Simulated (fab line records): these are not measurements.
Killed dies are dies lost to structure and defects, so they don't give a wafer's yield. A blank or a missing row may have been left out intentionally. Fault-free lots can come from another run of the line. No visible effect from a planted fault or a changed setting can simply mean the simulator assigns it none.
fab line records | flow nand_harc
[record] lots = 24 wafers = 72 last_day = 33
route steps=1302 shown P_STI@91 P_CONTACT@218 P_M2@336 P_BONDPAD@364
lots with no fault: from the same line, run without faults
start_h: the number of hours between the record's first day and the start of the first shown wafer of the lot | wait_h: hours from the lot's prior step to this one | " as in the row above | L1.1+2: a single row standing in for several wafers | - no value, or no start was given | * or withheld: withheld | < > ~ a bound
route shown NAME@n: a module of which the file shows steps, and the number in the route of the first | usual: average and standard deviation across the fault-free wafers | same: alike in all rows | chamber/n: place in a boat | sites: readings site by site | _std_site: the values' standard deviation | _edge_site: inner sites' mean taken away from outer sites' mean | radius_mm: for every site, how far away it sits from the centre of the wafer | mask NAME#n: copy n | behind: the tool/chamber that last shaped the wafer | hold: why the lot went on hold/how many hours it stayed there/how the hold came to an end | device: transistor that didn't switch, given as n, p or np | end of line: at the end of the route, the tests of the same wafers | step lacking rows: just its recipe | killed: the dies lost at the first sort to structure and to defects; this is not the yield of the wafer | map: dies across one wafer; x = killed, . = not, _ = none there
set.NAME: the setting that was run; set.NAME@STEP: the one run at that earlier step | model.NAME: the simulator's own value behind a step, which no gauge read
one table for each step of the route and one row for each wafer, over a sample of lots
services: from which hour (start_h, from the record's first day; less than 0 if before it) a tool's chamber was out of use, for how many hours, and why
[[steps]]
[step NHARC_P_STI_CD_MEAS_16]
[usual] cd_nm = 200.8/2.3
// columns lot.wafer tool chamber start_h wait_h cd_nm
L074.2 cd_sem-01 - 48.52 - 199.0
L074.4 " - " " 199.9
L074.6 " - " " 198.2
L075.2 cd_sem-02 - 59.36 - 202.3
L075.4 " - " " 202.1
L075.6 " - " " 202.6
L076.2 cd_sem-03 - 66.05 - 200.6
L076.3 " - " " 198.5
L076.5 " - " " 199.1
L077.1 cd_sem-03 - 75.81 - 198.7
L077.3 " - " " 200.7
L077.4 " - " " 198.3
L078.1 cd_sem-02 - 85.78 - 197.7
L078.5 " - " " 195.4
L078.6 " - " " 201.3
L079.2 cd_sem-02 - 93.52 - 200.3
L079.5 " - " " 198.3
L079.6 " - " " 203.1
L080.1 cd_sem-02 - 106.71 - 206.3
L080.2 " - " " 202.0
L080.3 " - " " 200.2
L081.1 cd_sem-03 - 113.40 - 199.9
L081.3 " - " " 200.8
L081.6 " - " " 202.1
L082.2 cd_sem-01 - 124.50 - 197.0
L082.4 " - " " 198.1
L082.6 " - " " 195.3
L083.2 cd_sem-01 - 137.86 - 201.5
L083.4 " - " " 203.7
L083.5 " - " " 203.8
L084.1 cd_sem-01 - 147.74 - 207.0
L084.3 " - " " 199.4
L084.6 " - " " 199.8
L085.1 cd_sem-02 - 153.92 - 202.5
L085.2 " - " " 198.7
L085.6 " - " " 199.5
L086.4 cd_sem-02 - 162.88 - 199.6
L086.5 " - " " 203.8
L086.6 " - " " 201.9
L087.3 cd_sem-02 - 174.96 - 199.2
L087.5 " - " " 198.5
L087.6 " - " " 201.5
L088.1 cd_sem-03 - 185.60 - 199.6
L088.3 " - " " 200.8
L088.5 " - " " 202.7
L089.2 cd_sem-02 - 194.89 - 203.7
L089.4 " - " " 199.5
L089.6 " - " " 199.3
L090.1 cd_sem-02 - 203.96 - 200.8
L090.4 " - " " 201.8
L090.6 " - " " 199.6
L091.2 cd_sem-03 - 214.27 - 198.8
L091.5 " - " " 199.7
L091.6 " - " " 199.0
L092.1 cd_sem-03 - 224.35 - 196.7
L092.3 " - " " 198.0
L092.5 " - " " 198.9
L093.3 cd_sem-01 - 236.92 - 198.5
L093.4 " - " " 200.5
L093.5 " - " " 202.3
L094.3 cd_sem-02 - 246.11 - 201.0
L094.5 " - " " 198.9
L094.6 " - " " 203.3
L095.1 cd_sem-02 - 257.14 - 202.6
L095.2 " - " " 200.2
L095.6 " - " " 203.0
L096.2 cd_sem-03 - 265.86 - 195.6
L096.5 " - " " 198.3
L096.6 " - " " 203.0
L097.3 cd_sem-02 - 274.37 - 203.5
L097.4 " - " " 201.5
L097.6 " - " " 203.1
[step NHARC_P_CONTACT_DEP_00]
[recipe] target_thk_a = 5000 temp_c = 400 pressure_torr = 6.5 rf_w = 900 teos_flow_sccm = 161.4 flow_sccm = 2650 target_thk_nm = 500 gas = O2 material = SiO2
[usual] heater_power_w = 525/96 throttle_valve_pct = 15.9/0.4
// columns lot.wafer tool chamber start_h wait_h heater_power_w since_wet_clean_h throttle_valve_pct
L074.2 pecvd-04 2 - - 593 19 15.2
L074.4 " 2 " " 609 - 15.1
L074.6 " 0 " " 477 - 16.1
L076.2 pecvd-02 0 - - 406 73 16.2
L076.3 " 2 " " 522 73 15.6
L076.5 " 1 " " 461 - 16.4
L075.2 pecvd-04 2 - - 607 31 15.0
L075.6 " 1 " " 571 - 15.2
L075.4 " 2 " " 610 - 15.3
L077.3 pecvd-04 0 - - 449 45 16.5
L077.1 " 1 " " 589 45 15.7
L077.4 " 0 " " 482 - 16.5
L078.1 pecvd-01 2 - - 614 17 15.8
L078.6 " 0 " " 664 - 15.7
L078.5 " 1 " " 383 - 16.1
L079.2 pecvd-02 0 - - 440 106 16.1
L079.5 " 0 " " 318 - 16.4
L079.6 " 1 " " 523 - 16.5
L081.1 pecvd-04 0 - - 403 80 16.2
L081.3 " 2 " " 495 80 15.4
L081.6 " 1 " " 621 - 15.2
L080.1 pecvd-01 2 - - 573 39 15.7
L080.3 " 0 " " 717 39 15.8
L080.2 " 1 " " 357 39 16.1
L082.2 pecvd-02 2 - - 629 144 15.5
L082.6 " 0 " " 362 - 15.9
L082.4 " 1 " " 590 - 16.9
L083.2 pecvd-02 2 - - 607 145 15.9
L083.5 " 0 " " 426 - 16.0
L083.4 " 1 " " 601 - 16.5
L084.1 pecvd-04 2 - - 588 118 15.3
L084.3 " 1 " " 571 119 15.5
L084.6 " 2 " " 609 - 15.3
L085.2 pecvd-01 2 - - 586 81 16.0
L085.1 " 1 " " 443 81 15.9
L085.6 " 1 " " 444 - 16.1
L086.4 pecvd-01 1 - - 405 - 16.3
L086.6 " 2 " " 643 - 16.0
L086.5 " 0 " " 561 - 16.2
L088.1 pecvd-01 0 - - 717 122 16.1
L088.3 " 1 " " 389 122 16.0
L088.5 " 0 " " 566 - 16.0
L087.3 pecvd-02 0 - - 373 25 15.9
L087.6 " 0 " " 396 - 15.6
L087.5 " 1 " " 517 - 16.3
L089.2 pecvd-02 1 - - 556 34 16.1
L089.6 " 2 " " 530 - 16.0
L089.4 " 0 " " 406 - 15.7
L090.1 pecvd-01 2 - - 585 137 15.8
L090.4 " 2 " " 609 - 16.0
L090.6 " 1 " " 467 - 16.3
L091.2 pecvd-02 2 - - 599 52 15.9
L091.5 " 0 " " 413 - 15.8
L091.6 " 1 " " 575 - 16.2
L092.3 pecvd-02 0 - - 448 57 15.8
L092.1 " 1 " " 450 57 16.3
L092.5 " 2 " " 578 - 15.9
L093.3 pecvd-01 1 - - 450 164 16.2
L093.5 " 2 " " 552 - 15.9
L093.4 " 1 " " 469 - 16.2
L094.3 pecvd-02 0 - - 400 79 15.4
L094.6 " 2 " " 617 - 16.3
L094.5 " 0 " " 423 - 15.8
L095.2 pecvd-01 1 - - 409 6 16.0
L095.1 " 2 " " 598 6 15.8
L095.6 " 0 " " 661 - 15.4
L096.2 pecvd-02 0 - - 457 99 15.7
L096.5 " 0 " " 332 - 16.0
L096.6 " 1 " " 538 - 16.5
L097.3 pecvd-02 1 - - 592 105 16.2
L097.4 " 1 " " 422 - 16.6
L097.6 " 2 " " 497 - 16.1
[step NHARC_P_CONTACT_ETCH_31]
[recipe] target_depth_a = 300 time_s = 85.7 ion_energy_ev = 120 over_etch_frac = 1 ch3f_flow_sccm = 50 o2_flow_sccm = 30 ar_flow_sccm = 200 rf_w = 500 bias_w = 100 chemistry = CH3F/O2
[usual] drypump_motor_current_A = 6.1/0.34 oes_product_au = 0.982/0.015 rf_vpp_V = 244.8/1.7 showerhead_plenum_p_Torr = 2.49/0.098 throttle_valve_pct = 20.664/0.0083
// columns lot.wafer tool chamber start_h wait_h drypump_motor_current_A oes_product_au rf_hours_counter_h rf_vpp_V showerhead_plenum_p_Torr throttle_valve_pct
L074.2 rie_diel-08 0 - - 5.5 0.963 4.5 244.3 2.41 20.675
L074.4 " 1 " " 5.9 0.964 4.5 244.8 2.50 20.666
L074.6 " 0 " " 5.5 0.962 - 243.8 2.41 20.682
L076.2 rie_diel-03 0 - - 6.2 0.977 0.8 244.6 2.44 20.684
L076.3 " 2 " " 6.3 0.995 0.6 242.6 2.42 20.666
L076.5 " 0 " " 6.2 0.985 - 243.8 2.44 20.659
L075.2 rie_diel-08 0 - - 5.5 0.980 4.9 243.2 2.41 20.655
L075.4 " 3 " " 6.0 0.990 5.1 246.0 2.61 20.679
L075.6 " 0 " " 5.5 0.985 - 244.9 2.41 20.684
L077.1 rie_diel-05 0 - - 5.8 0.960 1.9 246.0 2.60 20.666
L077.3 " 2 " " 6.7 0.983 2.8 246.8 2.55 20.667
L077.4 " 3 " " 5.9 0.971 1.9 247.0 2.64 20.654
L078.1 rie_diel-03 1 - - 5.8 0.969 1.6 245.0 2.57 20.674
L078.5 " 2 " " 6.3 0.964 - 245.7 2.42 20.651
L078.6 " 3 " " 6.4 0.948 - 242.3 2.36 20.663
L079.2 rie_diel-08 2 - - 6.7 0.991 7.2 243.7 2.46 20.675
L079.6 " 2 " " 6.7 0.996 - 244.4 2.46 20.668
L079.5 " 3 " " 6.0 0.982 - 247.8 2.60 20.648
L081.1 rie_diel-05 3 - - 6.0 0.965 2.8 246.4 2.64 20.667
L081.3 " 1 " " 6.4 0.992 3.9 243.7 2.32 20.661
L081.6 " 2 " " 6.6 0.996 - 244.1 2.55 20.667
L080.3 rie_diel-08 2 - - 6.7 1.010 8.8 243.2 2.46 20.655
L080.2 " 3 " " 6.0 1.004 8.8 244.0 2.60 20.668
L080.1 " 0 " " 5.5 1.011 8.4 243.8 2.41 20.665
L082.4 rie_diel-05 3 - - 6.0 0.966 3.6 246.6 2.64 20.670
L082.2 " 0 " " 5.8 0.975 3.6 246.8 2.60 20.659
L082.6 " 1 " " 6.3 0.990 - 242.5 2.32 20.665
L083.4 rie_diel-08 1 - - 6.0 0.983 0.5 243.5 2.50 20.657
L083.2 " 3 " " 6.0 1.008 0.5 245.7 2.60 20.654
L083.5 " 2 " " 6.7 1.016 - 244.6 2.46 20.657
L084.1 rie_diel-05 0 - - 5.8 0.968 4.1 246.2 2.60 20.663
L084.3 " 2 " " 6.6 0.987 5.4 243.8 2.55 20.657
L084.6 " 0 " " 5.8 0.971 - 246.4 2.60 20.674
L085.1 rie_diel-03 3 - - 6.4 0.987 2.6 242.9 2.36 20.674
L085.2 " 0 " " 6.2 0.972 2.9 245.2 2.44 20.658
L085.6 " 2 " " 6.4 0.978 - 244.5 2.42 20.657
L086.4 rie_diel-08 1 - - 6.0 0.985 3.4 245.9 2.50 20.670
L086.5 " 3 " " 6.0 0.979 - 245.3 2.60 20.666
L086.6 " 0 " " 5.5 1.001 - 243.7 2.41 20.674
L088.1 rie_diel-05 2 - - 6.6 0.954 0.5 247.7 2.55 20.662
L088.3 " 3 " " 6.0 0.969 0.6 246.8 2.64 20.664
L088.5 " 3 " " 6.0 0.964 - 245.7 2.64 20.660
L087.3 rie_diel-03 3 - - 6.3 0.971 3.6 243.8 2.35 20.664
L087.6 " 0 " " 6.2 0.966 - 243.5 2.44 20.668
L087.5 " 3 " " 6.3 0.964 - 242.9 2.36 20.672
L089.2 rie_diel-05 1 - - 6.4 0.982 1.2 242.1 2.32 20.682
L089.6 " 1 " " 6.3 0.970 - 240.7 2.32 20.670
L089.4 " 3 " " 6.0 0.987 - 247.1 2.64 20.665
L090.1 rie_diel-05 1 - - 6.3 0.977 1.7 242.6 2.32 20.677
L090.4 " 3 " " 6.0 0.982 - 245.4 2.64 20.652
L090.6 " 1 " " 6.3 0.968 - 243.2 2.32 20.678
L091.2 rie_diel-08 0 - - 5.5 1.007 6.4 242.6 2.41 20.674
L091.5 " 0 " " 5.6 1.008 - 242.8 2.41 20.660
L091.6 " 1 " " 6.0 0.981 - 246.2 2.49 20.662
L092.1 rie_diel-03 1 - - 5.8 0.993 0.7 245.0 2.57 20.665
L092.3 " 3 " " 6.3 0.979 0.8 244.6 2.35 20.661
L092.5 " 1 " " 5.8 0.988 - 247.2 2.57 20.671
L093.3 rie_diel-03 1 - - 5.8 0.996 1.1 245.3 2.57 20.656
L093.4 " 0 " " 6.2 0.982 0.9 243.4 2.44 20.672
L093.5 " 2 " " 6.3 0.994 - 244.7 2.42 20.656
L094.3 rie_diel-08 2 - - 6.7 1.011 6.7 245.6 2.46 20.678
L094.6 " 3 " " 6.0 0.972 - 247.2 2.60 20.671
L094.5 " 0 " " 5.6 0.993 - 242.1 2.41 20.652
L095.2 rie_diel-03 1 - - 5.9 0.997 1.7 245.2 2.57 20.659
L095.1 " 0 " " 6.2 0.987 1.6 245.6 2.44 20.662
L095.6 " 2 " " 6.3 0.971 - 244.1 2.42 20.657
L096.2 rie_diel-08 2 - - 6.7 1.000 7.4 243.3 2.46 20.669
L096.5 " 0 " " 5.5 0.993 - 242.0 2.41 20.653
L096.6 " 1 " " 6.0 0.985 - 245.3 2.49 20.662
L097.4 rie_diel-03 0 - - 6.2 0.965 2.3 245.0 2.44 20.658
L097.3 " 2 " " 6.4 0.984 2.2 244.0 2.42 20.664
L097.6 " 0 " " 6.2 0.968 - 243.5 2.44 20.661
[step NHARC_P_M2_ETCH_28]
[recipe] target_depth_a = 300 over_etch_frac = 0.3 time_s = 72.99 ion_energy_ev = 150 cf4_flow_sccm = 50 n2_flow_sccm = 100 ar_flow_sccm = 150 rf_w = 300 bias_w = 100 chemistry = CF4/N2
[usual] drypump_motor_current_A = 5.9/0.64 oes_product_au = 0.999/0.012 rf_vpp_V = 313.7/2 showerhead_plenum_p_Torr = 2.60/0.11 throttle_valve_pct = 19.795/0.01
// columns lot.wafer tool chamber start_h wait_h drypump_motor_current_A oes_product_au rf_hours_counter_h rf_vpp_V showerhead_plenum_p_Torr throttle_valve_pct
L074.4 rie_diel-01 1 - - 5.2 0.992 4.4 316.5 2.77 19.799
L074.2 " 3 " " 6.5 1.005 4.6 312.4 2.54 19.807
L074.6 " 1 " " 5.2 1.007 - 316.9 2.77 19.810
L076.2 rie_diel-01 2 - - 5.9 0.992 3.7 314.0 2.74 19.788
L076.3 " 3 " " 6.6 1.007 5.2 311.7 2.54 19.786
L076.5 " 1 " " 5.2 0.991 - 316.2 2.77 19.792
L075.4 rie_diel-01 2 - - 6.0 1.008 3.8 316.4 2.74 19.801
L075.2 " 0 " " 5.2 1.012 5.5 313.9 2.62 19.803
L075.6 " 3 " " 6.5 1.006 - 314.1 2.54 19.805
L077.1 rie_diel-12 2 - - 6.7 0.999 3.9 313.5 2.56 19.788
L077.3 " 3 " " 5.9 1.011 1.8 311.4 2.47 19.788
L077.4 " 0 " " 6.6 1.002 3.8 316.4 2.71 19.777
L078.1 rie_diel-12 0 - - 6.6 1.018 4.1 316.2 2.71 19.795
L078.5 " 2 " " 6.7 0.997 - 311.2 2.56 19.776
L078.6 " 3 " " 5.9 1.005 - 312.1 2.47 19.793
L079.2 rie_diel-01 0 - - 5.2 1.021 7.0 313.1 2.62 19.809
L079.6 " 2 " " 6.0 0.997 - 316.9 2.74 19.793
L079.5 " 3 " " 6.6 0.992 - 314.8 2.54 19.779
L081.1 rie_diel-12 2 - - 6.7 0.982 6.3 314.0 2.56 19.795
L081.3 " 3 " " 5.9 0.998 5.4 312.0 2.47 19.792
L081.6 " 3 " " 5.9 1.005 - 310.5 2.47 19.787
L080.2 rie_diel-12 1 - - 4.7 1.015 5.5 310.0 2.46 19.779
L080.3 " 2 " " 6.8 0.988 6.4 312.3 2.56 19.797
L080.1 " 3 " " 5.9 1.016 5.5 312.0 2.47 19.793
L082.4 rie_diel-04 1 - - 5.7 0.988 0.8 313.5 2.47 19.802
L082.2 " 2 " " 5.8 0.999 0.7 315.7 2.71 19.808
L082.6 " 0 " " 5.6 1.009 - 314.6 2.64 19.803
L083.4 rie_diel-04 0 - - 5.7 1.021 1.0 314.4 2.64 19.790
L083.2 " 3 " " 6.6 1.005 0.8 314.9 2.59 19.785
L083.5 " 1 " " 5.7 0.987 - 310.9 2.47 19.790
L084.1 rie_diel-01 0 - - 5.2 1.004 0.9 314.0 2.62 19.793
L084.3 " 2 " " 6.0 0.998 0.6 316.5 2.74 19.805
L084.6 " 0 " " 5.2 1.008 - 316.2 2.62 19.790
L085.2 rie_diel-04 0 - - 5.6 1.010 2.0 314.2 2.64 19.789
L085.1 " 1 " " 5.7 0.979 2.0 312.5 2.47 19.782
L085.6 " 1 " " 5.7 0.983 - 310.3 2.47 19.783
L086.4 rie_diel-04 2 - - 5.8 1.009 2.5 316.0 2.71 19.786
L086.6 " 3 " " 6.6 0.994 - 314.1 2.59 19.796
L086.5 " 0 " " 5.6 1.010 - 315.1 2.64 19.781
L088.3 rie_diel-04 2 - - 5.8 1.000 5.1 315.3 2.71 19.801
L088.1 " 1 " " 5.7 0.982 5.2 312.5 2.47 19.804
L088.5 " 3 " " 6.6 0.998 - 311.2 2.59 19.799
L087.3 rie_diel-04 1 - - 5.7 0.985 5.2 312.3 2.47 19.797
L087.6 " 0 " " 5.7 1.011 - 313.9 2.64 19.803
L087.5 " 1 " " 5.7 0.990 - 311.7 2.47 19.796
L089.4 rie_diel-01 2 - - 5.9 1.012 2.5 315.4 2.74 19.808
L089.2 " 3 " " 6.6 0.993 2.6 314.6 2.54 19.791
L089.6 " 0 " " 5.2 1.018 - 314.3 2.62 19.805
L090.1 rie_diel-12 3 - - 5.9 0.992 0.4 310.3 2.47 19.801
L090.6 " 1 " " 4.7 1.000 - 311.3 2.46 19.798
L090.4 " 2 " " 6.7 0.992 - 312.9 2.56 19.822
L091.2 rie_diel-01 2 - - 5.9 1.008 3.3 316.7 2.74 19.801
L091.6 " 0 " " 5.2 1.011 - 313.9 2.61 19.807
L091.5 " 1 " " 5.2 0.984 - 315.6 2.77 19.797
L092.3 rie_diel-12 0 - - 6.6 0.997 1.8 316.1 2.71 19.804
L092.1 " 2 " " 6.7 0.998 2.0 313.6 2.56 19.787
L092.5 " 3 " " 5.8 0.977 - 310.8 2.46 19.792
L093.4 rie_diel-12 3 - - 5.9 0.986 3.1 312.8 2.46 19.791
L093.3 " 1 " " 4.7 1.007 2.4 311.9 2.46 19.775
L093.5 " 0 " " 6.6 1.006 - 314.9 2.71 19.789
L094.3 rie_diel-12 2 - - 6.8 0.995 3.0 313.9 2.56 19.800
L094.6 " 2 " " 6.7 0.985 - 311.8 2.56 19.794
L094.5 " 3 " " 5.9 0.987 - 311.9 2.46 19.788
L095.1 rie_diel-04 2 - - 5.8 1.008 9.8 314.6 2.70 19.784
L095.2 " 1 " " 5.7 0.986 10.4 310.6 2.47 19.798
L095.6 " 3 " " 6.6 0.979 - 313.8 2.58 19.793
L096.2 rie_diel-12 3 - - 5.9 0.977 4.2 310.6 2.46 19.802
L096.5 " 1 " " 4.7 0.991 - 311.8 2.46 19.787
L096.6 " 2 " " 6.7 0.990 - 312.3 2.56 19.798
L097.4 rie_diel-01 0 - - 5.3 1.009 5.8 316.2 2.61 19.781
L097.3 " 3 " " 6.6 1.004 5.8 313.1 2.54 19.805
L097.6 " 1 " " 5.2 1.001 - 315.4 2.76 19.811
[step NHARC_P_BONDPAD_CD_MEAS_09]
[recipe] target_cd_nm = 500 landing_energy_ev = 500
[usual] cd_nm = 500.1/1.9
// columns lot.wafer tool chamber start_h wait_h cd_nm
L074.2 cd_sem-01 0 138.18 - 497.4
L074.4 " 0 " " 497.8
L074.6 " 0 " " 501.9
L076.2 cd_sem-01 0 150.04 - 503.5
L076.3 " 0 " " 502.4
L076.5 " 0 " " 499.5
L075.2 cd_sem-02 0 150.68 - 503.2
L075.4 " 0 " " 499.2
L075.6 " 0 " " 497.9
L077.1 cd_sem-01 0 164.55 - 500.4
L077.3 " 0 " " 502.9
L077.4 " 0 " " 498.9
L078.1 cd_sem-01 0 178.49 - 496.9
L078.5 " 0 " " 499.5
L078.6 " 0 " " 501.5
L079.2 cd_sem-01 0 183.62 - 501.5
L079.5 " 0 " " 498.4
L079.6 " 0 " " 500.8
L081.1 cd_sem-03 0 199.49 - 501.5
L081.3 " 0 " " 499.9
L081.6 " 0 " " 499.8
L080.1 cd_sem-02 0 200.50 - 498.6
L080.2 " 0 " " 496.6
L080.3 " 0 " " 499.3
L082.2 cd_sem-03 0 220.87 - 502.1
L082.4 " 0 " " 499.3
L082.6 " 0 " " 502.2
L083.2 cd_sem-03 0 222.68 - 502.8
L083.4 " 0 " " 499.0
L083.5 " 0 " " 498.7
L084.1 cd_sem-02 0 237.97 - 499.0
L084.3 " 0 " " 498.5
L084.6 " 0 " " 498.7
L085.1 cd_sem-01 0 241.76 - 502.0
L085.2 " 0 " " 502.4
L085.6 " 0 " " 501.8
L086.4 cd_sem-03 0 253.21 - 500.5
L086.5 " 0 " " 505.5
L086.6 " 0 " " 506.9
L088.1 cd_sem-02 0 283.88 - 500.9
L088.3 " 0 " " 501.2
L088.5 " 0 " " 497.8
L087.3 cd_sem-02 0 284.45 - 500.8
L087.5 " 0 " " 498.5
L087.6 " 0 " " 500.2
L089.2 cd_sem-03 0 292.69 - 501.3
L089.4 " 0 " " 503.5
L089.6 " 0 " " 500.7
L090.1 cd_sem-03 0 297.88 - 500.2
L090.4 " 0 " " 497.6
L090.6 " 0 " " 496.6
L091.2 cd_sem-02 0 310.51 - 498.0
L091.5 " 0 " " 500.6
L091.6 " 0 " " 499.5
L092.1 cd_sem-01 0 315.34 - 498.2
L092.3 " 0 " " 497.7
L092.5 " 0 " " 498.2
L093.3 cd_sem-03 0 325.38 - 501.7
L093.4 " 0 " " 502.0
L093.5 " 0 " " 501.1
L094.3 cd_sem-03 0 337.91 - 501.6
L094.5 " 0 " " 500.7
L094.6 " 0 " " 499.3
L095.1 cd_sem-03 0 348.18 - 497.3
L095.2 " 0 " " 500.7
L095.6 " 0 " " 500.2
L096.2 cd_sem-01 0 357.17 - 502.4
L096.5 " 0 " " 499.5
L096.6 " 0 " " 500.7
L097.3 cd_sem-01 0 363.94 - 498.7
L097.4 " 0 " " 499.2
L097.6 " 0 " " 500.4
[step NHARC_P_BONDPAD_DEGAS_25]
[recipe] temp_c = 300 time_s = 60
[usual] heater_power_w = 456/40
// columns lot.wafer tool chamber start_h wait_h heater_power_w
L074.4 pvd_sputter-03 - 139.33 - 475
L074.2 " - " " 491
L074.6 " - " " 391
L076.2 pvd_sputter-03 - 151.19 - 480
L076.3 " - " " 491
L076.5 " - " " 477
L075.4 pvd_sputter-01 - 151.83 - 476
L075.2 " - " " 424
L075.6 " - " " 463
L077.3 pvd_sputter-02 - 165.71 - 469
L077.1 " - " " 487
L077.4 " - " " 364
L078.1 pvd_sputter-01 - 179.74 - 488
L078.5 " - " " 484
L078.6 " - " " 480
L079.2 pvd_sputter-03 - 184.76 - 474
L079.5 " - " " 471
L079.6 " - " " 390
L081.1 pvd_sputter-02 - 200.64 - 440
L081.3 " - " " 497
L081.6 " - " " 460
L080.3 pvd_sputter-03 - 201.65 - 380
L080.1 " - " " 492
L080.2 " - " " 475
L082.2 pvd_sputter-01 - 222.03 - 494
L082.4 " - " " 476
L082.6 " - " " 489
L083.4 pvd_sputter-01 - 223.83 - 476
L083.2 " - " " 452
L083.5 " - " " 481
L084.3 pvd_sputter-02 - 239.13 - 365
L084.1 " - " " 444
L084.6 " - " " 355
L085.1 pvd_sputter-02 - 242.91 - 432
L085.2 " - " " 495
L085.6 " - " " 470
L086.4 pvd_sputter-03 - 254.36 - 508
L086.5 " - " " 469
L086.6 " - " " 382
L088.3 pvd_sputter-02 - 285.03 - 438
L088.1 " - " " 464
L088.5 " - " " 464
L087.3 pvd_sputter-03 - 285.60 - 484
L087.6 " - " " 471
L087.5 " - " " 401
L089.2 pvd_sputter-03 - 293.84 - 390
L089.4 " - " " 486
L089.6 " - " " 385
L090.1 pvd_sputter-03 - 299.03 - 475
L090.4 " - " " 515
L090.6 " - " " 465
L091.2 pvd_sputter-02 - 311.68 - 487
L091.5 " - " " 494
L091.6 " - " " 396
L092.3 pvd_sputter-01 - 316.50 - 497
L092.1 " - " " 446
L092.5 " - " " 474
L093.4 pvd_sputter-03 - 326.53 - 483
L093.3 " - " " 471
L093.5 " - " " 389
L094.3 pvd_sputter-02 - 339.07 - 433
L094.6 " - " " 403
L094.5 " - " " 446
L095.1 pvd_sputter-01 - 349.38 - 500
L095.2 " - " " 448
L095.6 " - " " 480
L096.2 pvd_sputter-01 - 358.32 - 445
L096.6 " - " " 441
L096.5 " - " " 464
L097.3 pvd_sputter-03 - 365.10 - 466
L097.4 " - " " 387
L097.6 " - " " 480
[[services]]
// columns tool chamber start_h hours kind
pecvd-02 - 96.38 1.6 repair
rie_diel-03 - 104.30 9.0 pm
rie_diel-12 3 105.20 9.5 repair
pvd_sputter-03 - 113.37 1.7 repair
rie_diel-03 2 114.87 2.6 repair
rie_diel-12 1 115.62 12.3 repair
pecvd-01 - 130.00 13.0 pm
rie_diel-12 3 139.04 2.6 repair
pvd_sputter-03 - 159.58 1.4 repair
rie_diel-12 1 165.31 4.3 repair
pvd_sputter-03 - 168.24 3.4 repair
rie_diel-08 1 170.52 16.8 repair
rie_diel-03 3 176.54 7.5 repair
rie_diel-08 - 190.80 9.0 pm
rie_diel-03 - 202.97 1.0 repair
pecvd-02 - 218.23 0.7 repair
pecvd-02 - 227.13 13.0 pm
pvd_sputter-03 - 235.28 4.8 repair
rie_diel-12 - 268.40 9.0 pm
rie_diel-12 0 288.66 8.2 repair
rie_diel-08 3 299.46 7.4 repair
pvd_sputter-03 - 328.09 1.5 repair
pvd_sputter-03 - 349.62 10.0 pm
rie_diel-12 0 363.23 6.4 repair
[[key]]
fault none
